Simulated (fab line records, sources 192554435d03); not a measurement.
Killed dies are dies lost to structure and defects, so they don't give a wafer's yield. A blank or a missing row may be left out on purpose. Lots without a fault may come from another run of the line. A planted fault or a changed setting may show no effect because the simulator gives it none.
fab line records | flow n5_finfet
record lots=7 wafers=21
route steps=1938 shown BEOL_M10@1524 BEOL_M11@1578 BEOL_M12@1605
start_h: hours from the record's first day to the start of the lot's first wafer shown | wait_h: hours since the lot's step before | " the same as in the row above | L1.1+2: a row that stands for several wafers | - no value, or no start given | * or withheld: withheld | < > ~ a bound
route shown NAME@n: a module of which the file shows steps, and the number in the route of the first | usual: mean/standard deviation of fault-free wafers | same: alike in all rows | chamber/n: place in a boat | sites: the reading at each site | _std_site: their standard deviation | _edge_site: outer sites' mean less inner sites' | radius_mm: how far each site lies from the wafer's centre | mask NAME#n: copy n | behind: the tool/chamber that last shaped the wafer | hold: why the lot was held/for how many hours/how that ended | device: the transistor (n, p or np) that didn't switch | end of line: the same wafers' tests at the end of the route | a step without rows: its recipe alone | killed: dies lost to structure and defects at the first sort, not the wafer's yield | map: a wafer's dies, x killed, . not, _ none there
set.NAME: the setting as run; set.NAME@STEP: as run at that earlier step | model.NAME: the simulator's own value behind a step, which no gauge read
lots whose settings were changed on purpose; a table a step, a row a wafer
## steps
# step N5_BEOL_M10_ALD_74
# recipe material=TaN target_thk_a=20 temp_c=275 ald_precursor_family=PDMAT ald_co_reactant=NH3 pressure_torr=3 carrier_flow_sccm=1500 pulse_time_s=2 purge_time_s=3 co_reactant_purge_time_s=2 co_reactant_pulse_time_s=3 ald_cycles=40 precursor_vessel_temp_c=75 precursor_vessel_pressure_torr=26.25 precursor_vessel_carrier_sccm=1000
# columns lot.wafer tool chamber start_h wait_h set.ald_cycles
L075.2+5 ald_metal-03 3 240.58 0.0 40
L075.6 " 0 " " 43
L076.2+5+6 ald_metal-02 1,2,1 255.96 0.0 40
L078.1+3+6 ald_metal-01 1,2,2 270.92 0.0 40
L081.1+4+6 ald_metal-01 1,0,3 295.19 0.1 40
L085.1+3+6 ald_metal-02 3,2,3 332.85 0.0 36
L096.1+3 ald_metal-01 1,0 396.77 0.2 34
L096.4 " 2 " " 40
L097.2+3+6 ald_metal-02 0,2,3 418.00 0.0 40
# step N5_BEOL_M10_SURFACE_TREAT_76
# recipe gas=Ar time_s=* ion_energy_ev=* ion_current_ma_cm2=0.5 pressure_mtorr=* ar_flow_sccm=30
# step N5_BEOL_M10_CVD_75
# recipe material=Co target_thk_a=20 temp_c=withheld precursor=CCTBA/H2 pressure_torr=30 time_s=138.9
# step N5_BEOL_M10_ECD_50
# recipe material=Cu target_thk_a=3180
# step N5_BEOL_M10_ANNEAL_51
# recipe temp_c=225 time_s=90 ambient=N2
# step N5_BEOL_M10_CMP_52
# recipe stop_on=SiCOH_lowk t_overpolish_s=7 down_force_psi=1 platen_rpm=50 clearing_platen_down_force_psi=1.5 clearing_platen_rpm=50 post_cmp_clean=cu_alkaline target_thk_nm=140 clearing_platen_pad_velocity_m_s=0.99484 pad_velocity_m_s=0.99484
# columns lot.wafer tool chamber start_h wait_h set.time_s@BEOL_M10_TRENCH_ETCH_37 model.Cu_of_BEOL_M10_ECD_50.thk_nm
L075.2 cmp-02 1 242.24 0.2 48 145.6
L075.5 " 0 " " 51.3 153
L075.6 " 1 " " 51.3 147.4
L076.2 cmp-03 3 257.35 0.2 48 138.6
L076.6 " 2 " " 48 135.8
L076.5 " 3 " " 48 137.8
L078.3 cmp-03 0 273.06 0.3 41.9 117.4
L078.1 " 2 " " 48 137.8
L078.6 " 0 " " 41.9 118.6
L081.1 cmp-03 0 298.07 0.3 48 139.2
L081.4 " 1 " " 48 135
L081.6 " 0 " " 48 139
L085.1 cmp-03 0 334.37 0.3 48 140.4
L085.3 " 1 " " 56.5 167.2
L085.6 " 1 " " 56.5 165.8
L096.3 cmp-03 1 399.99 0.2 48 140.8
L096.1 " 2 " " 37.83 110.8
L096.4 " 3 " " 48 145.2
L097.3 cmp-02 3 420.90 0.2 43.44 129.6
L097.2 " 2 " " 48 142.6
L097.6 " 3 " " 43.44 128
# step N5_BEOL_M10_THK_MEAS_53
# recipe thk_meas_gauge=xrf reads=Cu_of_BEOL_M10_ECD_50
# usual M10_THK=144/3.3
# columns lot.wafer tool chamber start_h wait_h set.time_s@BEOL_M10_TRENCH_ETCH_37 M10_THK[nm]
L075.2 film_metro-02 - 242.50 - 48 148
L075.5 " - " " 51.3 154
L075.6 " - " " 51.3 149
L076.2 film_metro-02 - 257.61 - 48 142
L076.5 " - " " 48 142
L076.6 " - " " 48 139
L078.1 film_metro-01 - 273.31 - 48 141
L078.3 " - " " 41.9 120
L078.6 " - " " 41.9 121
L081.1 film_metro-01 - 298.33 - 48 142
L081.4 " - " " 48 138
L081.6 " - " " 48 142
L085.1 film_metro-02 - 334.66 - 48 144
L085.3 " - " " 56.5 172
L085.6 " - " " 56.5 170
L096.1 film_metro-01 - 400.24 - 37.83 113
L096.3 " - " " 48 143
L096.4 " - " " 48 148
L097.2 film_metro-01 - 421.20 - 48 148
L097.3 " - " " 43.44 135
L097.6 " - " " 43.44 133
# step N5_BEOL_M10_PRE_CLEAN_55
# recipe gas=NH3 time_s=15 temp_c=withheld rf_power_w=300
# step N5_BEOL_M10_DEP_56
# recipe material=SiCN target_thk_a=150 temp_c=withheld precursor=3MS/NH3 pressure_torr=3 rf_w=202 time_s=26.5
# step N5_BEOL_M10_RS_MEAS_57
# recipe thk_meas_gauge=four-point-probe reads=Cu_of_BEOL_M10_ECD_50+Co_of_BEOL_M10_CVD_75+TaN_of_BEOL_M10_ALD_74
# usual M10_RS=0.150/0.0036
# columns lot.wafer tool chamber start_h wait_h set.time_s@BEOL_M10_TRENCH_ETCH_37 M10_RS[ohm/sq]
L075.2 film_metro-02 - 242.63 0.1 48 0.144
L075.5 " - " " 51.3 0.137
L075.6 " - " " 51.3 0.142
L076.2 film_metro-01 - 257.75 0.1 48 0.153
L076.5 " - " " 48 0.154
L076.6 " - " " 48 0.156
L078.1 film_metro-01 - 273.45 0.1 48 0.154
L078.3 " - " " 41.9 0.184
L078.6 " - " " 41.9 0.182
L081.1 film_metro-01 - 298.46 0.1 48 0.152
L081.4 " - " " 48 0.157
L081.6 " - " " 48 0.153
L085.1 film_metro-02 - 334.80 0.1 48 0.150
L085.3 " - " " 56.5 0.124
L085.6 " - " " 56.5 0.126
L096.1 film_metro-01 - 400.38 0.1 37.83 0.197
L096.3 " - " " 48 0.150
L096.4 " - " " 48 0.145
L097.2 film_metro-01 - 421.33 0.1 48 0.148
L097.3 " - " " 43.44 0.165
L097.6 " - " " 43.44 0.167
# step N5_BEOL_M11_TRENCH_ETCH_37
# recipe chemistry=C4F6/O2 target_depth_a=1488.3 target=SiCOH_lowk time_s=48 ion_energy_ev=250 pressure_mtorr=30 source_w=345 bias_w=185 Ar_flow_sccm=300 C4F6_flow_sccm=10 O2_flow_sccm=10
# columns lot.wafer tool chamber start_h wait_h set.time_s model.BEOL_M11.feature_depth_nm model.etch.depth_nm
L075.2 rie_diel-05 1 - - 48 149 149.1
L075.5 " 3 " " 48 149.4 149.3
L075.6 " 2 " " 48 150.2 150.3
L076.2 rie_diel-05 3 - - 48 147.4 147.5
L076.5 " 1 " " 48 149.4 149.4
L076.6 " 3 " " 48 149 149
L078.1 rie_diel-06 2 - - 48 148 148.1
L078.3 " 3 " " 50.83 153 152.9
L078.6 " 2 " " 50.83 157.4 157.4
L081.1 rie_diel-06 3 - - 48 143.4 143.4
L081.4 " 3 " " 53.38 159.8 159.8
L081.6 " 2 " " 48 147.6 147.7
L085.1 rie_diel-05 0 - - 48 148.8 148.8
L085.3 " 3 " " 52.37 160.4 160.4
L085.6 " 3 " " 52.37 160 159.9
L096.1 rie_diel-06 2 - - 58.42 179 178.9
L096.3 " 3 " " 58.42 170.8 170.8
L096.4 " 0 " " 48 148 148.1
L097.2 rie_diel-05 3 - - 48 147.4 147.5
L097.3 " 1 " " 52.59 164.6 164.6
L097.6 " 1 " " 52.59 165.2 165.1
# step N5_BEOL_M11_ETCH_41
# recipe chemistry=CH3F/O2 target=SiCN target_depth_a=426 taper_deg=2 time_s=86 ion_energy_ev=120 mask_material=TiN pressure_mtorr=30 source_w=395 bias_w=75 Ar_flow_sccm=150 CH3F_flow_sccm=30 O2_flow_sccm=20
# step N5_BEOL_M11_STRIP_77
# recipe chemistry=N2/H2 time_s=10 power_w=450 temp_c=40 pressure_mtorr=20 rf_frequency_hz=6e+07 bias_power_w=7 n2_flow_sccm=200 h2_flow_sccm=200
# step N5_BEOL_M11_OCD_MEAS_38
# usual trench_depth_nm=148/3
# columns lot.wafer tool chamber start_h wait_h set.time_s@BEOL_M11_TRENCH_ETCH_37 trench_depth_nm
L075.2 ocd-01 - 245.91 - 48 149
L075.5 " - " " 48 150
L075.6 " - " " 48 150
L076.2 ocd-01 - 261.08 - 48 147
L076.5 " - " " 48 150
L076.6 " - " " 48 149
L078.1 ocd-02 - 278.43 - 48 148
L078.3 " - " " 50.83 153
L078.6 " - " " 50.83 158
L081.1 ocd-02 - 303.49 - 48 144
L081.4 " - " " 53.38 160
L081.6 " - " " 48 148
L085.1 ocd-01 - 339.36 - 48 149
L085.3 " - " " 52.37 160
L085.6 " - " " 52.37 160
L096.1 ocd-02 - 406.48 - 58.42 179
L096.3 " - " " 58.42 171
L096.4 " - " " 48 148
L097.2 ocd-01 - 425.85 - 48 147
L097.3 " - " " 52.59 165
L097.6 " - " " 52.59 165
# step N5_BEOL_M11_DEGAS_44
# recipe ambient=vacuum temp_c=250 time_s=60
# columns lot.wafer tool chamber start_h wait_h set.temp_c
L075.2 pvd_sputter-01 - 246.67 0.5 246.4
L075.5+6 " - " " 250
L076.2+5+6 pvd_sputter-01 - 261.96 0.3 250
L078.1+6 pvd_sputter-03 - 278.95 0.3 250
L078.3 " - " " 258.9
L081.1+6 pvd_sputter-02 - 304.16 0.4 259.8
L081.4 " - " " 250
L085.1+3 pvd_sputter-03 - 339.98 0.3 250
L085.6 " - " " 244.6
L096.1 pvd_sputter-02 - 407.13 0.4 250
L096.3+4 " - " " 245.5
L097.2 pvd_sputter-01 - 426.56 0.4 250
L097.3+6 " - " " 240.9
# step N5_BEOL_M11_PRE_CLEAN_45
# recipe gas=H2/He time_s=30 temp_c=250
# step N5_BEOL_M11_ALD_74
# recipe material=TaN target_thk_a=20 temp_c=275 ald_precursor_family=PDMAT ald_co_reactant=NH3 pressure_torr=3 carrier_flow_sccm=1500 pulse_time_s=2 purge_time_s=3 co_reactant_purge_time_s=2 co_reactant_pulse_time_s=3 ald_cycles=40 precursor_vessel_temp_c=75 precursor_vessel_pressure_torr=26.25 precursor_vessel_carrier_sccm=1000
# step N5_BEOL_M11_ECD_50
# recipe material=Cu target_thk_a=3180
# step N5_BEOL_M11_ANNEAL_51
# recipe temp_c=225 time_s=90 ambient=N2
# step N5_BEOL_M11_CMP_52
# recipe stop_on=SiCOH_lowk t_overpolish_s=7 down_force_psi=1 platen_rpm=50 clearing_platen_down_force_psi=1.5 clearing_platen_rpm=50 post_cmp_clean=cu_alkaline target_thk_nm=140 clearing_platen_pad_velocity_m_s=0.99484 pad_velocity_m_s=0.99484
# columns lot.wafer tool chamber start_h wait_h set.time_s@BEOL_M11_TRENCH_ETCH_37 model.Cu_of_BEOL_M11_ECD_50.thk_nm
L075.2 cmp-04 0 249.81 0.2 48 140.6
L075.5 " 0 " " 48 139.8
L075.6 " 1 " " 48 141
L076.2 cmp-04 0 264.76 0.3 48 137.4
L076.6 " 0 " " 48 139.6
L076.5 " 1 " " 48 140.6
L078.3 cmp-04 1 281.00 0.2 50.83 144.2
L078.1 " 2 " " 48 139.2
L078.6 " 1 " " 50.83 148.4
L081.1 cmp-02 0 306.64 0.3 48 135.8
L081.4 " 1 " " 53.38 151.8
L081.6 " 3 " " 48 138.6
L085.3 cmp-04 3 342.93 0.4 52.37 151.4
L085.1 " 0 " " 48 141.6
L085.6 " 2 " " 52.37 152.6
L096.3 cmp-04 1 408.57 0.2 58.42 162.4
L096.4 " 2 " " 48 140.6
L096.1 " 3 " " 58.42 170.6
L097.2 cmp-02 0 427.95 0.2 48 140
L097.3 " 1 " " 52.59 155.6
L097.6 " 3 " " 52.59 156.2
# step N5_BEOL_M11_THK_MEAS_53
# recipe thk_meas_gauge=xrf reads=Cu_of_BEOL_M11_ECD_50
# usual M11_THK=142/3.4
# columns lot.wafer tool chamber start_h wait_h set.time_s@BEOL_M11_TRENCH_ETCH_37 M11_THK[nm]
L075.2 film_metro-02 - 250.11 - 48 144
L075.5 " - " " 48 143
L075.6 " - " " 48 145
L076.2 film_metro-01 - 265.06 - 48 141
L076.5 " - " " 48 144
L076.6 " - " " 48 143
L078.1 film_metro-01 - 281.30 - 48 142
L078.3 " - " " 50.83 148
L078.6 " - " " 50.83 152
L081.1 film_metro-02 - 306.90 - 48 139
L081.4 " - " " 53.38 156
L081.6 " - " " 48 143
L085.1 film_metro-02 - 343.15 - 48 145
L085.3 " - " " 52.37 155
L085.6 " - " " 52.37 156
L096.1 film_metro-02 - 408.87 - 58.42 175
L096.3 " - " " 58.42 167
L096.4 " - " " 48 144
L097.2 film_metro-01 - 428.21 - 48 143
L097.3 " - " " 52.59 159
L097.6 " - " " 52.59 160
# step N5_BEOL_M11_PRE_CLEAN_55
# recipe gas=NH3 time_s=15 temp_c=withheld rf_power_w=300
# step N5_BEOL_M11_DEP_56
# recipe material=SiCN target_thk_a=300 temp_c=withheld precursor=3MS/NH3 pressure_torr=3 rf_w=675 time_s=10.5
# step N5_BEOL_M11_RS_MEAS_57
# recipe thk_meas_gauge=four-point-probe reads=Cu_of_BEOL_M11_ECD_50+Co_of_BEOL_M11_CVD_75+TaN_of_BEOL_M11_ALD_74
# usual M11_RS=0.152/0.0039
# columns lot.wafer tool chamber start_h wait_h set.time_s@BEOL_M11_TRENCH_ETCH_37 M11_RS[ohm/sq]
L075.2 film_metro-02 - 250.23 0.0 48 0.150
L075.5 " - " " 48 0.151
L075.6 " - " " 48 0.149
L076.2 film_metro-01 - 265.18 0.0 48 0.155
L076.5 " - " " 48 0.150
L076.6 " - " " 48 0.152
L078.1 film_metro-02 - 281.42 0.0 48 0.152
L078.3 " - " " 50.83 0.146
L078.6 " - " " 50.83 0.141
L081.1 film_metro-01 - 307.02 0.0 48 0.156
L081.4 " - " " 53.38 0.138
L081.6 " - " " 48 0.153
L085.1 film_metro-02 - 343.27 0.0 48 0.149
L085.3 " - " " 52.37 0.138
L085.6 " - " " 52.37 0.137
L096.1 film_metro-02 - 409.00 0.0 58.42 0.122
L096.3 " - " " 58.42 0.128
L096.4 " - " " 48 0.150
L097.2 film_metro-01 - 428.34 0.0 48 0.151
L097.3 " - " " 52.59 0.134
L097.6 " - " " 52.59 0.134
# step N5_BEOL_M12_COAT_04
# recipe spin_rpm=1625 resist_thk_nm=400
# columns lot.wafer tool chamber start_h wait_h set.spin_rpm model.coat_of_BEOL_M12_COAT_04.thk_nm
L075.2 litho_track-03 0 - - 1625 401.2
L075.5 " 0 " " 1625 401
L075.6 " 0 " " 1625 400.4
L076.2 litho_track-05 0 - - 1625 400.2
L076.5 " 0 " " 1625 401.2
L076.6 " 0 " " 1625 399.6
L078.1 litho_track-05 0 - - 1625 398.8
L078.3 " 0 " " 1806 379.2
L078.6 " 0 " " 1625 399.2
L081.1 litho_track-01 0 - - 1625 400
L081.4 " 0 " " 1625 399.8
L081.6 " 0 " " 1625 399.4
L085.1 litho_track-03 0 - - 1625 399.2
L085.3 " 0 " " 1625 399.4
L085.6 " 0 " " 1625 397.6
L096.1 litho_track-01 0 - - 1625 400.8
L096.3 " 0 " " 1488 420
L096.4 " 0 " " 1625 400.6
L097.2 litho_track-05 0 - - 1625 399.8
L097.3 " 0 " " 1625 400.6
L097.6 " 0 " " 1625 400.8
# step N5_BEOL_M12_PEB_08
# recipe peb_temp_c=130 peb_time_s=90
# columns lot.wafer tool chamber start_h wait_h set.peb_time_s
L075.2+5+6 litho_track-03 0 250.79 0.0 90
L076.2+5+6 litho_track-03 0 265.67 0.0 90
L078.1+3 litho_track-01 0 281.93 0.1 90
L078.6 " 0 " " 76.28
L081.1 litho_track-03 0 307.53 0.1 90
L081.4+6 " 0 " " 101.8
L085.1+3 litho_track-03 0 343.78 0.1 90
L085.6 " 0 " " 83.3
L096.1+3+4 litho_track-01 0 409.50 0.1 90
L097.2+3 litho_track-03 0 428.72 0.0 90
L097.6 " 0 " " 72.52
# step N5_BEOL_M12_DEVELOP_09
# recipe develop_time_s=45 rinse_liquid=diw dry=air_spin dev_temp_c=21
# step N5_BEOL_M12_HARDBAKE_14
# recipe temp_c=130 time_s=120
# step N5_BEOL_M12_CD_MEAS_10
# recipe target_cd_nm=140 landing_energy_ev=500 detector=se_inlens polarity=opening
# usual cd_nm=139.7/1.7
# columns lot.wafer tool chamber start_h wait_h set.peb_time_s@BEOL_M12_PEB_08 cd_nm
L075.2 cd_sem-03 0 250.91 - 90 139.1
L075.5 " 0 " " 90 139.8
L075.6 " 0 " " 90 140.0
L076.2 cd_sem-01 0 265.78 - 90 137.5
L076.5 " 0 " " 90 139.6
L076.6 " 0 " " 90 138.7
L078.1 cd_sem-02 0 282.05 - 90 141.4
L078.3 " 0 " " 90 143.8
L078.6 " 0 " " 76.28 137.1
L081.1 cd_sem-01 0 307.65 - 90 137.6
L081.4 " 0 " " 101.8 142.3
L081.6 " 0 " " 101.8 142.9
L085.1 cd_sem-02 0 343.90 - 90 139.2
L085.3 " 0 " " 90 137.9
L085.6 " 0 " " 83.3 135.9
L096.1 cd_sem-01 0 409.62 - 90 140.6
L096.3 " 0 " " 90 140.8
L096.4 " 0 " " 90 140.9
L097.2 cd_sem-02 0 428.83 - 90 140.1
L097.3 " 0 " " 90 137.6
L097.6 " 0 " " 72.52 135.2
# step N5_BEOL_M12_DESCUM_15
# recipe chemistry=O2 time_s=7.9 source_power_w=50 bias_power_w=20 pressure_mtorr=20 rf_frequency_hz=2.712e+07 temp_c=40 o2_flow_sccm=225
# step N5_BEOL_M12_ETCH_59
# recipe chemistry=N2/H2 target=BARC target_depth_a=890 overetch_a=267 time_s=67.9 ion_energy_ev=200 pressure_mtorr=30 source_w=840 bias_w=150 n2_flow_sccm=200 h2_flow_sccm=200
# columns lot.wafer tool chamber start_h wait_h set.spin_rpm@BEOL_M12_COAT_04 model.coat_of_BEOL_M12_COAT_04.thk_nm
L075.2 rie_diel-04 3 251.03 0.0 1625 317.2
L075.5 " 1 " " 1625 316.4
L075.6 " 0 " " 1625 316.2
L076.2 rie_diel-03 0 265.90 0.0 1625 320.2
L076.5 " 3 " " 1625 321.2
L076.6 " 2 " " 1625 316.4
L078.1 rie_diel-01 3 282.21 0.0 1625 315.8
L078.3 " 2 " " 1806 294.6
L078.6 " 1 " " 1625 316
L081.1 rie_diel-03 1 307.94 0.0 1625 314.8
L081.4 " 2 " " 1625 316
L081.6 " 1 " " 1625 314.6
L085.1 rie_diel-01 2 344.02 0.0 1625 315.2
L085.3 " 0 " " 1625 317.8
L085.6 " 1 " " 1625 314
L096.1 rie_diel-03 1 409.74 0.0 1625 315.6
L096.3 " 0 " " 1488 340
L096.4 " 2 " " 1625 317.2
L097.2 rie_diel-04 2 428.95 0.0 1625 320.4
L097.3 " 3 " " 1625 317.8
L097.6 " 0 " " 1625 318.4
# step N5_BEOL_M12_VIA_ETCH_16
# recipe chemistry=C4F8/O2/Ar target=SiOC pressure_mtorr=30 source_w=3000 bias_w=700 Ar_flow_sccm=400 C4F8_flow_sccm=15 O2_flow_sccm=8 he_inner_torr=15 he_outer_torr=30 target_depth_a=7248 time_s=withheld ion_energy_ev=250 ends=cleared
# step N5_BEOL_M12_STRIP_63
# recipe chemistry=N2/H2 power_w=1000 temp_c=250 h2_frac=0.65 overash_fraction=0.3 pressure_mtorr=1000 n2_flow_sccm=1750 h2_flow_sccm=3250
# step N5_BEOL_M12_STRIP_71
# recipe chemistry=post_etch_residue_remover time_s=60 temp_c=25 remover_ph=withheld remover_water_wt_pct=withheld remover_fluoride_wt_pct=withheld
# step N5_BEOL_M12_SRD_72
# recipe time_s=30 temp_c=23 rinse_liquid=diw dry=n2_spin spin_rpm=1500 dry_time_s=30
# step N5_BEOL_M12_CD_MEAS_17
# recipe target_cd_nm=140 polarity=opening
# usual cd_nm=140.2/2.1
# columns lot.wafer tool chamber start_h wait_h set.peb_time_s@BEOL_M12_PEB_08 cd_nm
L075.2 cd_sem-01 - 251.49 0.0 90 139.3
L075.5 " - " " 90 141.9
L075.6 " - " " 90 139.4
L076.2 cd_sem-02 - 266.37 0.0 90 137.1
L076.5 " - " " 90 138.9
L076.6 " - " " 90 138.6
L078.1 cd_sem-02 - 282.67 0.0 90 143.0
L078.3 " - " " 90 145.0
L078.6 " - " " 76.28 138.1
L081.1 cd_sem-01 - 308.40 0.0 90 138.8
L081.4 " - " " 101.8 143.7
L081.6 " - " " 101.8 144.0
L085.1 cd_sem-01 - 344.51 0.0 90 140.0
L085.3 " - " " 90 137.6
L085.6 " - " " 83.3 136.4
L096.1 cd_sem-03 - 410.20 0.0 90 142.0
L096.3 " - " " 90 141.2
L096.4 " - " " 90 142.1
L097.2 cd_sem-01 - 429.41 0.0 90 139.2
L097.3 " - " " 90 138.4
L097.6 " - " " 72.52 134.5
## key
split step=N5_BEOL_M10_ALD_74 setting=ald_cycles stated=40 by=wafer
response none clear
split step=N5_BEOL_M11_TRENCH_ETCH_37 setting=time_s stated=48 by=wafer
response step=N5_BEOL_M11_TRENCH_ETCH_37 reading=model.BEOL_M11.feature_depth_nm change=+1.31 per=1% r=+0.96
response step=N5_BEOL_M11_TRENCH_ETCH_37 reading=model.etch.depth_nm change=+1.31 per=1% r=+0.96
response step=N5_BEOL_M11_OCD_MEAS_38 reading=trench_depth_nm change=+1.32 per=1% r=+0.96
response step=N5_BEOL_M11_CMP_52 reading=model.Cu_of_BEOL_M11_ECD_50.thk_nm change=+1.26 per=1% r=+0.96
response step=N5_BEOL_M11_THK_MEAS_53 reading=M11_THK change=+1.3 per=1% r=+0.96
response step=N5_BEOL_M11_RS_MEAS_57 reading=M11_RS change=-0.0013 per=1% r=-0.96
split step=N5_BEOL_M11_DEGAS_44 setting=temp_c stated=250 by=wafer
response none clear
split step=N5_BEOL_M12_COAT_04 setting=spin_rpm stated=1625 by=wafer
response step=N5_BEOL_M12_COAT_04 reading=model.coat_of_BEOL_M12_COAT_04.thk_nm change=-1.96 per=1% r=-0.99
response step=N5_BEOL_M12_ETCH_59 reading=model.coat_of_BEOL_M12_COAT_04.thk_nm change=-2.24 per=1% r=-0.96
split step=N5_BEOL_M12_PEB_08 setting=peb_time_s stated=90 by=wafer
response step=N5_BEOL_M12_CD_MEAS_10 reading=cd_nm change=+0.288 per=1% r=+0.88
response step=N5_BEOL_M12_CD_MEAS_17 reading=cd_nm change=+0.308 per=1% r=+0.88
split outside_this_file step=N5_BEOL_M10_TRENCH_ETCH_37 setting=time_s
# split outside_this_file: this setting was split too, and the file shows its column; the key of that split is in another file
